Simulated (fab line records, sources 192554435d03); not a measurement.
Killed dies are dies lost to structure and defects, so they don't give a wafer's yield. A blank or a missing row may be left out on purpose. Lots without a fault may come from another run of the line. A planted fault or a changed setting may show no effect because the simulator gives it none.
Chamber matching | flow n5_finfet | N5_GATE_CUT_ETCH_28 on rie_diel-03: 4 sister chambers
The step etches underlayer in N2/H2, target depth 13 nm, time 10.4 s. 8 wafers are shown with their chamber, then 10 later ones without.

WAFERS WITH THEIR CHAMBER
wafer  | chamber | showerhead_plenum_p_Torr (Torr) | throttle_valve_pct (%)
L081.5 | 3       | 2.40                            | 17.66
L082.3 | 3       | 2.40                            | 17.64
L082.5 | 2       | 2.38                            | 18.06
L085.1 | 0       | 2.64                            | 17.81
L085.2 | 1       | 2.64                            | 18.18
L085.6 | 2       | 2.37                            | 18.07
L088.3 | 0       | 2.64                            | 17.84
L088.5 | 1       | 2.64                            | 18.19

WAFERS WITHOUT THEIR CHAMBER
wafer  | showerhead_plenum_p_Torr (Torr) | throttle_valve_pct (%)
L088.6 | 2.37                            | 18.06
L091.1 | 2.39                            | 17.69
L091.2 | 2.63                            | 17.86
L091.6 | 2.39                            | 17.70
L092.1 | 2.64                            | 18.20
L092.2 | 2.39                            | 17.68
L092.3 | 2.63                            | 17.84
L093.1 | 2.63                            | 18.20
L093.2 | 2.39                            | 17.69
L093.3 | 2.63                            | 17.84

WHICH CHAMBER EACH WENT THROUGH
wafer  | from the rows above | in truth
L088.6 | 2                   | 2
L091.1 | 3                   | 3
L091.2 | 0                   | 0
L091.6 | 3                   | 3
L092.1 | 1                   | 1
L092.2 | 3                   | 3
L092.3 | 0                   | 0
L093.1 | 1                   | 1
L093.2 | 3                   | 3
L093.3 | 0                   | 0
Placed correctly: 10 of 10. Can't be placed from these rows: 0. Placed wrongly: 0.
How it was worked out, from the rows above alone: a wafer's distance from a chamber is the root of the sum, over the readings, of the square of ((its reading less the chamber's mean) divided by the reading's scatter). The wafer belongs to the nearest chamber; if the next one is less than 2 further off, it can't be placed. A chamber's mean is the mean of its shown wafers. The scatter: the root of (the sum of the squares of (reading less its chamber's mean) over the shown wafers, divided by (wafers less chambers)).
